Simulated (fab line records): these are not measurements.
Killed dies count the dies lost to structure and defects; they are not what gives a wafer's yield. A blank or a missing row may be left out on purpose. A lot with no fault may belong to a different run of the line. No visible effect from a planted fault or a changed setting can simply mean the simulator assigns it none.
Struck lot and sound lot, side by side :: flow nandHarc :: 17 steps out of a route of 1302
Sound: wafers L481.1, L481.2, L481.5. Struck: wafer L488.6. (L488.1, L488.4 of the same lot were not struck and are left out.) The cause comes at the end.
For every step that has rows: the tool of each side, followed by ch and its chambers, followed by its first start. Under that, the readings that differ: sound wafers :: struck wafers :: difference of the means :: sigmas: that difference in standard deviations of wafers without a fault.
alike: a reading whose means differ by less than 2 such deviations, as well as words and numbers matching on both sides. not compared: withheld readings; readings where some wafer has no value; bounds like >300 that might hide an equal value; numbers whose values overlap and for which the record gives no deviation.
A row with sigmas, a row that says differs or no value, or rows on one side alone: a step with any of these is where the two part. When numbers do not overlap yet have no deviation, they are printed without sigmas and do not part them. A reading missing from all wafers of one side parts the sides only when that side holds two or more wafers.

NHARC_P_M1_INSPECT_11:
  sound on defectInspect-01, day 10 09:34; struck on defectInspect-01, day 13 09:11
  alike: rawDefectCount
NHARC_P_M1_DESCUM_14: chemistry O2, time 3 s.
  sound on rieDiel-11 ch 0,1,2, day 10 09:38; struck on rieDiel-01 ch 2, day 13 09:15
  alike: chamberPressureMTorr, drypumpMotorCurrentA, oesProductAu, rfVppV, showerheadPlenumPTorr, throttleValvePct
  not compared: rfHoursCounterH
NHARC_P_M1_ETCH_35: etches the open film in N2/H2, target depth 40 nm, overetch 12 nm, time 43.94 s.
  sound on rieDiel-11 ch 1,2,3, day 10 09:43; struck on rieDiel-01 ch 3, day 13 09:19
reading: chamberPressureMTorr (mTorr)
sound: 29.995 29.973 29.963
struck: 30.037
difference: +0.060
sigmas: +2
  alike: drypumpMotorCurrentA, h2FlowSccm, n2FlowSccm, oesProductAu, rfVppV, showerheadPlenumPTorr, throttleValvePct
  not compared: rfHoursCounterH
then, 1 step without rows for these wafers: NHARC_P_M1_ETCH_15 (etches the open film in C4F8/Ar, target depth 182.5 nm, time 91.2 s).
NHARC_P_M1_CD_MEAS_16:
  sound on cdSem-02, day 10 09:56; struck on cdSem-01, day 13 09:43
  alike: cdNm
NHARC_P_M1_STRIP_18: strips in N2/H2.
  sound on rieDiel-01 ch 0,1,2, day 10 10:02; struck on rieDiel-01 ch 2, day 13 09:49
  alike: chamberPressureMTorr, drypumpMotorCurrentA, h2FlowSccm, n2FlowSccm, oesProductAu, rfVppV, showerheadPlenumPTorr, throttleValvePct
  not compared: rfHoursCounterH
then, 2 steps without rows for these wafers: NHARC_P_M1_ETCH_28 (etches the open film in CF4/N2, target depth 30 nm, time 72.99 s); NHARC_P_M1_STRIP_19 (strips in post etch residue remover, time 600 s).
NHARC_P_M1_DEGAS_29: time 60 s.
  sound on pvdSputter-02, day 10 10:39; struck on pvdSputter-03, day 13 10:26
  alike: heaterPowerW
NHARC_P_M1_PRE_CLEAN_30: time 30 s.
  sound on pvdSputter-02; struck on pvdSputter-03
  alike: heaterPowerW
then, 2 steps without rows for these wafers: NHARC_P_M1_PVD_20 (deposits TaN, target thk 5 nm, time 8.06 s); NHARC_P_M1_PVD_21 (deposits Cu, target thk 30 nm, time 20.49 s).
NHARC_P_M1_ECD_22: material Cu, target thk 400 nm.
  sound on ecdCu-01 ch 0,1, day 10 11:01; struck on ecdCu-01 ch 0,1, day 13 10:49
then, 1 step without rows for these wafers: NHARC_P_M1_ANNEAL_31 (time 90 s).
NHARC_P_M1_CMP_23: polishes, t overpolish 20 s, target thk 157.82 nm.
  sound on cmp-01 ch 0,1,3, day 10 11:53; struck on cmp-04 ch 3, day 13 11:41
reading: timeToEndpointS (s)
sound: 28.6 26.0 27.6
struck: 15.2
difference: -12.2
sigmas: -6
  alike: motorCurrentA, slurryFlowMlMin
  not compared: padLifeWafers
NHARC_P_M1_THK_MEAS_24: measures by xrf.
  sound on filmMetro-01, day 10 12:13; struck on filmMetro-01, day 13 11:57
  alike: thkNm
-- break in the record here, with 17 days between the starts of the struck wafers on either side (left off in module P_M1, picked up again in module END, where the first step shown is number 1302 on the route) --
NHARC_END_SORT_01:
  at this point the record logs the struck wafers (prober-02 ch 0, day 30 13:56) and has no rows for the sound ones

WHERE THEY PART
Earliest at NHARC_P_M1_ETCH_35; latest, in this record, at NHARC_END_SORT_01.

WHY: what had been put in by the simulator
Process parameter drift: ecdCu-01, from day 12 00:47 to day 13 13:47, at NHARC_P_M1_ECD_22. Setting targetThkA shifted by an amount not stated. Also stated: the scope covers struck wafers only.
